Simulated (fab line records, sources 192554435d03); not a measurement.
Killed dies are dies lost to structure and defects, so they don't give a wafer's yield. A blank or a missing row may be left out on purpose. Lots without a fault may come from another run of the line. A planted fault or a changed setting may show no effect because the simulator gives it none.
fab line records | flow n5_finfet
record lots=7 wafers=21
route steps=1938 shown BEOL_M4@1037 BEOL_M5@1120 BEOL_M7@1288
start_h: hours from the record's first day to the start of the lot's first wafer shown | wait_h: hours since the lot's step before | " the same as in the row above | L1.1+2: a row that stands for several wafers | - no value, or no start given | * or withheld: withheld | < > ~ a bound
route shown NAME@n: a module of which the file shows steps, and the number in the route of the first | usual: mean/standard deviation of fault-free wafers | same: alike in all rows | chamber/n: place in a boat | sites: the reading at each site | _std_site: their standard deviation | _edge_site: outer sites' mean less inner sites' | radius_mm: how far each site lies from the wafer's centre | mask NAME#n: copy n | behind: the tool/chamber that last shaped the wafer | hold: why the lot was held/for how many hours/how that ended | device: the transistor (n, p or np) that didn't switch | end of line: the same wafers' tests at the end of the route | a step without rows: its recipe alone | killed: dies lost to structure and defects at the first sort, not the wafer's yield | map: a wafer's dies, x killed, . not, _ none there
set.NAME: the setting as run; set.NAME@STEP: as run at that earlier step | model.NAME: the simulator's own value behind a step, which no gauge read
lots whose settings were changed on purpose; a table a step, a row a wafer
## steps
# step N5_BEOL_M4_DESCUM_16
# recipe chemistry=O2 time_s=7 source_power_w=50 bias_power_w=20 pressure_mtorr=20 rf_frequency_hz=2.712e+07 temp_c=40 resist=CAR-EUV o2_flow_sccm=225
# columns lot.wafer tool chamber start_h wait_h set.time_s model.CAR-EUV_of_BEOL_M4_COAT_05.thk_nm
L076.1 rie_diel-03 3 193.46 0.1 7 26
L076.3 " 2 " " 8.492 25.4
L076.6 " 2 " " 8.492 25.6
L075.1 rie_diel-03 2 206.96 0.0 7 26
L075.2+3 " 0,1 " " 7.482 25.8
L080.1+2 rie_diel-03 0,1 221.83 0.0 6.408 26.4
L080.4 " 3 " " 7 26
L082.1+5 rie_diel-03 2,1 242.17 0.3 7.451 25.8
L082.3 " 1 " " 7 26
L088.3 rie_diel-04 2 295.35 0.0 8.293 25.6
L088.4 " 0 " " 7 26
L088.6 " 1 " " 7 26.2
L094.2+4+6 rie_diel-03 2,1,2 311.09 0.2 7 26
L096.2 rie_diel-03 2 318.31 0.3 6.266 26.4
L096.4+6 " 2,0 " " 7 26
# step N5_BEOL_M4_ETCH_74
# recipe chemistry=N2/H2 target=underlayer target_depth_a=65 mask_material=CAR-EUV time_s=5.2 ion_energy_ev=200 pressure_mtorr=30 source_w=840 bias_w=150 n2_flow_sccm=200 h2_flow_sccm=200 ends=cleared
# columns lot.wafer tool chamber start_h wait_h set.dose_mj@BEOL_M4_EXPOSE_08 set.time_s@BEOL_M4_DESCUM_16 model.CAR-EUV_of_BEOL_M4_COAT_05.thk_nm model.BEOL_M4.cd_offset_nm
L076.1 rie_diel-03 3 193.49 0.0 40.2 7 20.4 -0.4
L076.3+6 " 2 " " 41.25 8.492 19.8 0
L075.1 rie_diel-03 2 207.00 0.0 43.15 7 20.4 0.4
L075.2 " 0 " " 43.15 7.482 20 0.6
L075.3 " 1 " " 41.25 7.482 20 -0.2
L080.1 rie_diel-03 0 221.86 0.0 41.25 6.408 20.8 -0.2
L080.2 " 1 " " 39.64 6.408 20.6 -1.2
L080.4 " 3 " " 41.25 7 20.4 -0.2
L082.1 rie_diel-03 2 242.21 0.0 41.25 7.451 20.2 0
L082.3 " 1 " " 41.25 7 20.2 -0.2
L082.5 " 1 " " 42.26 7.451 20.2 0.4
L088.3 rie_diel-04 2 295.38 0.0 41.25 8.293 19.8 -0.2
L088.4 " 0 " " 41.25 7 20.4 0
L088.6 " 1 " " 41.25 7 20.4 -0.2
L094.2+4+6 rie_diel-03 2,1,2 311.13 0.0 41.25 7 20.4 -0.2
L096.2 rie_diel-03 2 318.35 0.0 38.4 6.266 20.8 -1.8
L096.4 " 2 " " 41.25 7 20.2 -0.2
L096.6 " 0 " " 38.4 7 20.4 -1.6
# step N5_BEOL_M4_ETCH_63
# recipe chemistry=CF4 target=SiARC target_depth_a=156 mask_material=CAR-EUV time_s=26 ion_energy_ev=80 pressure_mtorr=40 source_w=545 bias_w=36 Ar_flow_sccm=100 cf4_flow_sccm=100 ends=cleared
# columns lot.wafer tool chamber start_h wait_h set.dose_mj@BEOL_M4_EXPOSE_08 model.BEOL_M4.cd_offset_nm
L076.1 rie_diel-03 3 193.51 0.0 40.2 -0.4
L076.3 " 2 " " 41.25 0
L076.6 " 2 " " 41.25 -0.2
L075.1 rie_diel-03 2 207.01 0.0 43.15 0.4
L075.2 " 0 " " 43.15 0.8
L075.3 " 1 " " 41.25 0
L080.1+4 rie_diel-03 0,3 221.88 0.0 41.25 -0.2
L080.2 " 1 " " 39.64 -1
L082.1+3 rie_diel-03 2,1 242.23 0.0 41.25 0
L082.5 " 1 " " 42.26 0.4
L088.3 rie_diel-04 2 295.40 0.0 41.25 -0.2
L088.4+6 " 0,1 " " 41.25 0
L094.2+4+6 rie_diel-03 2,1,2 311.14 0.0 41.25 -0.2
L096.2 rie_diel-03 2 318.37 0.0 38.4 -1.8
L096.4 " 2 " " 41.25 -0.2
L096.6 " 0 " " 38.4 -1.6
# step N5_BEOL_M4_ETCH_64
# recipe chemistry=N2/H2 target=SOC target_depth_a=750 overetch_a=225 mask_material=SiARC temp_c=40 time_s=121.9 ion_energy_ev=200 pressure_mtorr=30 source_w=840 bias_w=150 n2_flow_sccm=200 h2_flow_sccm=200
# columns lot.wafer tool chamber start_h wait_h set.dose_mj@BEOL_M4_EXPOSE_08 model.BEOL_M4.cd_offset_nm
L076.1 rie_diel-03 3 193.54 0.0 40.2 -0.4
L076.3+6 " 2 " " 41.25 -0.2
L075.1 rie_diel-03 2 207.04 0.0 43.15 0.4
L075.2 " 0 " " 43.15 0.8
L075.3 " 1 " " 41.25 0.2
L080.1 rie_diel-03 0 221.91 0.0 41.25 -0.4
L080.2 " 1 " " 39.64 -1
L080.4 " 3 " " 41.25 -0.2
L082.1 rie_diel-03 2 242.25 0.0 41.25 -0.2
L082.3 " 1 " " 41.25 0
L082.5 " 1 " " 42.26 0.4
L088.3 rie_diel-04 2 295.43 0.0 41.25 -0.4
L088.4+6 " 0,1 " " 41.25 0
L094.2+6 rie_diel-03 2 311.17 0.0 41.25 -0.4
L094.4 " 1 " " 41.25 -0.2
L096.2+6 rie_diel-03 2,0 318.39 0.0 38.4 -1.8
L096.4 " 2 " " 41.25 -0.2
# step N5_BEOL_M4_STRIP_65
# recipe chemistry=N2/H2 temp_c=40 n2_flow_sccm=200 h2_flow_sccm=200 rf_frequency_hz=6e+07
# step N5_BEOL_M4_STRIP_75
# recipe chemistry=N2/H2 temp_c=40 n2_flow_sccm=200 h2_flow_sccm=200 rf_frequency_hz=6e+07
# step N5_BEOL_M4_STRIP_66
# recipe chemistry=CF4 resist=SiARC power_w=300 bias_power_w=75 pressure_mtorr=50 cf4_flow_sccm=150 rf_frequency_hz=6e+07
# step N5_BEOL_M4_HM_OPEN_17
# recipe chemistry=Cl2/BCl3 target_depth_a=200 overetch_a=60 target=TiN mask_material=SOC ion_energy_ev=150 pressure_mtorr=10 icp_w=1000 bias_w=126 Cl2_flow_sccm=53.25 bcl3_flow_sccm=21.75 Ar_flow_sccm=25
# columns lot.wafer tool chamber start_h wait_h set.dose_mj@BEOL_M4_EXPOSE_08 model.BEOL_M4.cd_offset_nm
L076.1 rie_metal-01 0 193.71 0.0 40.2 -0.4
L076.3+6 " 0,1 " " 41.25 -0.2
L075.1 rie_metal-02 0 207.22 0.0 43.15 0.2
L075.2 " 1 " " 43.15 0.8
L075.3 " 0 " " 41.25 0
L080.1+4 rie_metal-01 0 222.08 0.0 41.25 -0.2
L080.2 " 0 " " 39.64 -1
L082.1 rie_metal-03 0 242.43 0.0 41.25 -0.2
L082.3 " 0 " " 41.25 0
L082.5 " 1 " " 42.26 0.4
L088.3 rie_metal-02 1 295.63 0.1 41.25 -0.4
L088.4 " 0 " " 41.25 -0.2
L088.6 " 1 " " 41.25 0
L094.2+6 rie_metal-02 1,0 311.34 0.0 41.25 -0.4
L094.4 " 1 " " 41.25 -0.2
L096.2+6 rie_metal-03 0,1 318.57 0.0 38.4 -1.8
L096.4 " 1 " " 41.25 -0.4
# step N5_BEOL_M4_STRIP_19
# recipe chemistry=O2 power_w=400 temp_c=40 pressure_mtorr=30 rf_frequency_hz=6e+07 bias_power_w=0 overash_fraction=0.2 o2_flow_sccm=225
# step N5_BEOL_M4_CD_MEAS_18
# recipe pitch_nm=36 target_cd_nm=18
# usual cd_nm=17.9/0.32
# columns lot.wafer tool chamber start_h wait_h set.dose_mj@BEOL_M4_EXPOSE_08 cd_nm
L076.1 cd_sem-02 - 193.89 0.0 40.2 17.2
L076.3 " - " " 41.25 17.6
L076.6 " - " " 41.25 18.1
L075.1 cd_sem-02 - 207.42 0.1 43.15 18.2
L075.2 " - " " 43.15 18.9
L075.3 " - " " 41.25 18.1
L080.1 cd_sem-02 - 222.35 0.0 41.25 17.8
L080.2 " - " " 39.64 17.2
L080.4 " - " " 41.25 17.8
L082.1 cd_sem-03 - 242.63 0.1 41.25 18.1
L082.3 " - " " 41.25 18.0
L082.5 " - " " 42.26 18.2
L088.3 cd_sem-01 - 295.80 0.1 41.25 17.7
L088.4 " - " " 41.25 17.5
L088.6 " - " " 41.25 17.5
L094.2 cd_sem-03 - 311.63 0.1 41.25 17.8
L094.4 " - " " 41.25 17.7
L094.6 " - " " 41.25 17.5
L096.2 cd_sem-02 - 318.75 0.1 38.4 16.3
L096.4 " - " " 41.25 17.9
L096.6 " - " " 38.4 16.1
# step N5_BEOL_M5_COAT_05
# recipe resist=CAR-EUV spin_rpm=1500 resist_thk_nm=30
# columns lot.wafer tool chamber start_h wait_h set.spin_rpm model.CAR-EUV_of_BEOL_M5_COAT_05.thk_nm
L076.1+3 litho_track-03 0 - - 1362 31.6
L076.6 " 0 " " 1500 30
L075.1+2+3 litho_track-05 0 - - 1500 30
L080.1 litho_track-05 0 - - 1500 30.2
L080.2 " 0 " " 1500 30
L080.4 " 0 " " 1344 31.8
L082.1 litho_track-01 0 - - 1500 30.2
L082.3 " 0 " " 1500 30
L082.5 " 0 " " 1363 31.4
L088.3 litho_track-03 0 - - 1627 28.8
L088.4 " 0 " " 1627 29
L088.6 " 0 " " 1500 30
L094.2+4 litho_track-01 0 - - 1500 30
L094.6 " 0 " " 1500 30.2
L096.2+4+6 litho_track-01 0 - - 1500 30
# step N5_BEOL_M5_EBR_07
# recipe solvent=PGMEA ebr_width_mm=1.5
# step N5_BEOL_M5_SOFTBAKE_06
# recipe temp_c=110 time_s=60 resist=CAR-EUV
# step N5_BEOL_M5_DESCUM_16
# recipe chemistry=O2 time_s=7 source_power_w=50 bias_power_w=20 pressure_mtorr=20 rf_frequency_hz=2.712e+07 temp_c=40 resist=CAR-EUV o2_flow_sccm=225
# columns lot.wafer tool chamber start_h wait_h set.spin_rpm@BEOL_M5_COAT_05 model.CAR-EUV_of_BEOL_M5_COAT_05.thk_nm
L076.1 rie_diel-05 1 227.66 0.1 1362 27.8
L076.3 " 0 " " 1362 27.6
L076.6 " 0 " " 1500 26.2
L075.1+2+3 rie_diel-06 3,1,0 245.01 0.0 1500 26
L080.1 rie_diel-06 1 264.77 0.1 1500 26.2
L080.2 " 0 " " 1500 26
L080.4 " 2 " " 1344 28
L082.1+3 rie_diel-05 2,0 276.98 0.1 1500 26.2
L082.5 " 3 " " 1363 27.6
L088.3+4 rie_diel-06 2,0 321.87 0.0 1627 25
L088.6 " 2 " " 1500 26
L094.2+6 rie_diel-02 1,3 343.20 0.0 1500 26.2
L094.4 " 3 " " 1500 26
L096.2+4+6 rie_diel-06 3,2,3 350.28 0.0 1500 26.2
# step N5_BEOL_M7_COAT_64
# recipe resist=SiARC temp_c=220 time_s=60 spin_rpm=1500 resist_thk_nm=12
# columns lot.wafer tool chamber start_h wait_h set.spin_rpm model.SiARC_of_BEOL_M7_COAT_64.thk_nm
L076.1 litho_track-01 0 - - 1500 12
L076.3+6 " 0 " " 1588 11.8
L075.1 litho_track-05 0 - - 1544 11.8
L075.2+3 " 0 " " 1500 12
L080.1 litho_track-02 0 - - 1556 11.8
L080.2+4 " 0 " " 1500 12
L082.1+5 litho_track-01 0 - - 1390 12.6
L082.3 " 0 " " 1500 12
L088.3 litho_track-01 0 - - 1500 12
L088.4+6 " 0 " " 1367 12.6
L094.2+4+6 litho_track-01 0 - - 1500 12
L096.2+6 litho_track-01 0 - - 1614 11.6
L096.4 " 0 " " 1500 12
# step N5_BEOL_M7_COAT_71
# recipe resist=underlayer temp_c=205 time_s=60 spin_rpm=1500 resist_thk_nm=5
# columns lot.wafer tool chamber start_h wait_h set.spin_rpm
L076.1+6 litho_track-01 0 - - 1500
L076.3 " 0 " " 1546
L075.1+2 litho_track-05 0 - - 1363
L075.3 " 0 " " 1500
L080.1 litho_track-02 0 - - 1500
L080.2+4 " 0 " " 1405
L082.1+3+5 litho_track-01 0 - - 1643
L088.3+6 litho_track-01 0 - - 1500
L088.4 " 0 " " 1345
L094.2+4+6 litho_track-01 0 - - 1500
L096.2 litho_track-01 0 - - 1642
L096.4+6 " 0 " " 1500
# step N5_BEOL_M7_COAT_22
# recipe resist=CAR-EUV spin_rpm=1500 resist_thk_nm=30
# step N5_BEOL_M7_EBR_24
# recipe solvent=PGMEA ebr_width_mm=1.5
# step N5_BEOL_M7_DESCUM_33
# recipe chemistry=O2 time_s=7 source_power_w=50 bias_power_w=20 pressure_mtorr=20 rf_frequency_hz=2.712e+07 temp_c=40 resist=CAR-EUV o2_flow_sccm=225
# step N5_BEOL_M7_ETCH_72
# recipe chemistry=N2/H2 target=underlayer target_depth_a=65 mask_material=CAR-EUV time_s=5.2 ion_energy_ev=200 pressure_mtorr=30 source_w=840 bias_w=150 n2_flow_sccm=200 h2_flow_sccm=200 ends=cleared
# columns lot.wafer tool chamber start_h wait_h set.spin_rpm@BEOL_M7_COAT_71 model.etch.depth_nm
L076.1 rie_diel-05 2 249.80 0.0 1500 5.001
L076.3 " 1 " " 1546 4.923
L076.6 " 1 " " 1500 4.994
L075.1 rie_diel-05 0 267.91 0.0 1363 5.248
L075.2 " 2 " " 1363 5.243
L075.3 " 3 " " 1500 4.995
L080.1 rie_diel-02 0 290.25 0.0 1500 5
L080.2 " 1 " " 1405 5.156
L080.4 " 2 " " 1405 5.176
L082.1 rie_diel-02 2 303.03 0.0 1643 4.769
L082.3 " 1 " " 1643 4.784
L082.5 " 2 " " 1643 4.781
L088.3 rie_diel-02 1 347.81 0.0 1500 5.015
L088.4 " 3 " " 1345 5.288
L088.6 " 1 " " 1500 5.01
L094.2 rie_diel-06 1 370.96 0.0 1500 5.008
L094.4 " 2 " " 1500 5.01
L094.6 " 1 " " 1500 5
L096.2 rie_diel-02 0 374.30 0.0 1642 4.779
L096.4 " 3 " " 1500 4.999
L096.6 " 1 " " 1500 4.997
# step N5_BEOL_M7_ETCH_65
# recipe chemistry=CF4 target=SiARC target_depth_a=156 mask_material=CAR-EUV time_s=26 ion_energy_ev=80 pressure_mtorr=40 source_w=545 bias_w=36 Ar_flow_sccm=100 cf4_flow_sccm=100 ends=cleared
# columns lot.wafer tool chamber start_h wait_h set.spin_rpm@BEOL_M7_COAT_64 model.CAR-EUV_of_BEOL_M7_COAT_22.thk_nm model.etch.depth_nm
L076.1 rie_diel-05 2 249.82 0.0 1500 11 12.02
L076.3+6 " 1 " " 1588 11.4 11.73
L075.1 rie_diel-05 0 267.93 0.0 1544 11 11.86
L075.2 " 2 " " 1500 10.6 12.04
L075.3 " 3 " " 1500 11 12.04
L080.1 rie_diel-02 0 290.27 0.0 1556 11.2 11.74
L080.2 " 1 " " 1500 11 11.97
L080.4 " 2 " " 1500 11 11.99
L082.1 rie_diel-02 2 303.05 0.0 1390 11.2 12.53
L082.3 " 1 " " 1500 11.6 12.07
L082.5 " 2 " " 1390 11.2 12.5
L088.3 rie_diel-02 1 347.83 0.0 1500 11.2 11.97
L088.4 " 3 " " 1367 10.6 12.52
L088.6 " 1 " " 1367 10.8 12.57
L094.2 rie_diel-06 1 370.97 0.0 1500 11.2 12.08
L094.4 " 2 " " 1500 11 12.06
L094.6 " 1 " " 1500 11.2 12.05
L096.2 rie_diel-02 0 374.31 0.0 1614 11.6 11.57
L096.4 " 3 " " 1500 11 11.97
L096.6 " 1 " " 1614 11.4 11.56
# step N5_BEOL_M7_TRENCH_ETCH_37
# recipe chemistry=C4F6/O2 target_depth_a=934.78 target=SiCOH_lowk time_s=31.2 ion_energy_ev=250 pressure_mtorr=30 source_w=345 bias_w=185 Ar_flow_sccm=300 C4F6_flow_sccm=10 O2_flow_sccm=10
# usual rf_vpp_V=672/11
# columns lot.wafer tool chamber start_h wait_h set.source_w rf_vpp_V model.BEOL_M7.feature_depth_nm model.etch.depth_nm
L076.1 rie_diel-05 2 - - 345 657 93.6 93.63
L076.3 " 1 " " 291.6 730 84.2 84.17
L076.6 " 1 " " 291.6 730 84.6 84.5
L075.1 rie_diel-05 0 - - 345 665 93.6 93.55
L075.2 " 2 " " 345 659 93.6 93.64
L075.3 " 3 " " 345 670 91.4 91.43
L080.1 rie_diel-02 0 - - 345 666 95 94.94
L080.2 " 1 " " 345 687 93.2 93.26
L080.4 " 2 " " 345 685 94.4 94.35
L082.1 rie_diel-02 2 - - 373.7 657 98 97.91
L082.3 " 1 " " 345 688 93.4 93.45
L082.5 " 2 " " 345 685 94.8 94.7
L088.3 rie_diel-02 1 - - 345 687 92.8 92.76
L088.4 " 3 " " 407 616 99.6 99.65
L088.6 " 1 " " 345 688 92.6 92.61
L094.2 rie_diel-06 1 - - 345 659 93.4 93.42
L094.4 " 2 " " 345 674 92.4 92.34
L094.6 " 1 " " 345 659 93.4 93.49
L096.2 rie_diel-02 0 - - 363.6 647 97 97.05
L096.4 " 3 " " 363.6 650 95 94.93
L096.6 " 1 " " 345 686 92.4 92.43
## key
split step=N5_BEOL_M4_DESCUM_16 setting=time_s stated=7 by=wafer
response step=N5_BEOL_M4_DESCUM_16 reading=model.CAR-EUV_of_BEOL_M4_COAT_05.thk_nm change=-0.0283 per=1% r=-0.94
response step=N5_BEOL_M4_ETCH_74 reading=model.CAR-EUV_of_BEOL_M4_COAT_05.thk_nm change=-0.0323 per=1% r=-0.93
split step=N5_BEOL_M5_COAT_05 setting=spin_rpm stated=1500 by=wafer
response step=N5_BEOL_M5_COAT_05 reading=model.CAR-EUV_of_BEOL_M5_COAT_05.thk_nm change=-0.154 per=1% r=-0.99
response step=N5_BEOL_M5_DESCUM_16 reading=model.CAR-EUV_of_BEOL_M5_COAT_05.thk_nm change=-0.158 per=1% r=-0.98
split step=N5_BEOL_M7_COAT_64 setting=spin_rpm stated=1500 by=wafer
response step=N5_BEOL_M7_COAT_64 reading=model.SiARC_of_BEOL_M7_COAT_64.thk_nm change=-0.0618 per=1% r=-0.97
response step=N5_BEOL_M7_ETCH_65 reading=model.CAR-EUV_of_BEOL_M7_COAT_22.thk_nm change=+0.0601 per=1% r=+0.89
response step=N5_BEOL_M7_ETCH_65 reading=model.etch.depth_nm change=-0.0591 per=1% r=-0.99
split step=N5_BEOL_M7_COAT_71 setting=spin_rpm stated=1500 by=wafer
response step=N5_BEOL_M7_ETCH_72 reading=model.etch.depth_nm change=-0.0257 per=1% r=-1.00
split step=N5_BEOL_M7_TRENCH_ETCH_37 setting=source_w stated=345 by=wafer
response step=N5_BEOL_M7_TRENCH_ETCH_37 reading=rf_vpp_V change=-4.34 per=1% r=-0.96
response step=N5_BEOL_M7_TRENCH_ETCH_37 reading=model.BEOL_M7.feature_depth_nm change=+0.482 per=1% r=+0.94
response step=N5_BEOL_M7_TRENCH_ETCH_37 reading=model.etch.depth_nm change=+0.484 per=1% r=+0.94
split outside_this_file step=N5_BEOL_M4_EXPOSE_08 setting=dose_mj
# split outside_this_file: this setting was split too, and the file shows its column; the key of that split is in another file
